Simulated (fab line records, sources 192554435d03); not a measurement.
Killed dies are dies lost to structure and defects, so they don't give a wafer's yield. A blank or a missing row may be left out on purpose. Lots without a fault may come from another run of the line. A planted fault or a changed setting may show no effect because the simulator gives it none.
Chamber matching | flow n5_finfet | N5_BEOL_M0_TRENCH_ETCH_107 on rie_diel-01: 4 sister chambers
The step etches SiOC in C4F6/O2, target depth 32.8 nm, time 16.4 s. 8 wafers are shown with their chamber, then 8 later ones without.

WAFERS WITH THEIR CHAMBER
wafer  | chamber | showerhead_plenum_p_Torr (Torr) | rf_vpp_V (V)
L081.3 | 1       | 2.88                            | 666
L085.2 | 0       | 2.98                            | 678
L085.3 | 2       | 2.77                            | 661
L085.6 | 3       | 2.86                            | 668
L089.2 | 1       | 2.87                            | 666
L089.4 | 3       | 2.86                            | 670
L089.5 | 0       | 2.98                            | 677
L093.1 | 2       | 2.77                            | 660

WAFERS WITHOUT THEIR CHAMBER
wafer  | showerhead_plenum_p_Torr (Torr) | rf_vpp_V (V)
L093.3 | 2.87                            | 667
L093.5 | 2.77                            | 662
L096.1 | 2.76                            | 661
L096.2 | 2.85                            | 670
L096.3 | 2.97                            | 676
L097.4 | 2.97                            | 678
L097.5 | 2.85                            | 667
L097.6 | 2.97                            | 677

WHICH CHAMBER EACH WENT THROUGH
wafer  | from the rows above     | in truth
L093.3 | can't be placed: 1 or 3 | 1
L093.5 | 2                       | 2
L096.1 | 2                       | 2
L096.2 | 3                       | 3
L096.3 | 0                       | 0
L097.4 | 0                       | 0
L097.5 | 3                       | 3
L097.6 | 0                       | 0
Placed correctly: 7 of 8. Can't be placed from these rows: 1 (the true chamber is among the candidates in 1). Placed wrongly: 0.
How it was worked out, from the rows above alone: a wafer's distance from a chamber is the root of the sum, over the readings, of the square of ((its reading less the chamber's mean) divided by the reading's scatter). The wafer belongs to the nearest chamber; if the next one is less than 2 further off, it can't be placed. A chamber's mean is the mean of its shown wafers. The scatter: the root of (the sum of the squares of (reading less its chamber's mean) over the shown wafers, divided by (wafers less chambers)).
